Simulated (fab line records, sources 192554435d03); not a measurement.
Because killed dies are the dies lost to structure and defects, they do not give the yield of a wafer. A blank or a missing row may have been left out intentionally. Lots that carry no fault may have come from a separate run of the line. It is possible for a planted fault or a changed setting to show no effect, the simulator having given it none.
Chamber matching ; flow n5-finfet ; pecvd-04 running N5_BEOL_M0_SAQP_PECVD_03: 3 sister chambers
The step deposits SiCN from 3MS/NH3, target thk 12 nm, time 21.1 s. 6 wafers are shown with their chamber, then 9 later ones without.

## WAFERS WITH THEIR CHAMBER
wafer;chamber;showerhead-plenum-p-Torr (Torr);throttle-valve-pct (%)
L082.4;1;3.652;9.1
L082.5;2;3.663;8.8
L082.6;0;3.676;9.0
L084.1;0;3.672;9.0
L084.2;1;3.649;9.0
L084.3;2;3.671;9.0

## WAFERS WITH NO CHAMBER GIVEN
wafer;showerhead-plenum-p-Torr (Torr);throttle-valve-pct (%)
L094.1;3.657;9.3
L094.2;3.667;8.2
L094.3;3.673;8.9
L094.4;3.655;9.3
L094.5;3.673;8.2
L094.6;3.668;8.9
L095.1;3.676;9.1
L095.2;3.667;8.3
L095.4;3.671;8.9

## CHAMBER TAKEN BY EACH
wafer;from the rows above;in truth
L094.1;can't be placed: 1 or 2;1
L094.2;can't be placed: 2 or 0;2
L094.3;can't be placed: 0 or 2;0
L094.4;1;1
L094.5;can't be placed: 2 or 0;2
L094.6;can't be placed: 2 or 0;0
L095.1;can't be placed: 0 or 2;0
L095.2;can't be placed: 2 or 0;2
L095.4;can't be placed: 2 or 0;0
1 of 9 placed correctly. Unplaceable from these rows: 8, with the true chamber sitting among the candidates in 8. Number placed wrongly: 0.
How it was worked out, from the rows above alone: a wafer's distance from a chamber is the root of the sum, over the readings, of the square of ((its reading less the chamber's mean) divided by the reading's scatter). If the next closest chamber is less than 2 further off than the closest, the wafer can't be placed; otherwise it belongs to the closest. The mean given for a chamber averages the wafers shown for that chamber. How the scatter is found: for the shown wafers, subtract from each reading the mean of its chamber, square and add these, divide the total by (wafers less chambers), then take the root.
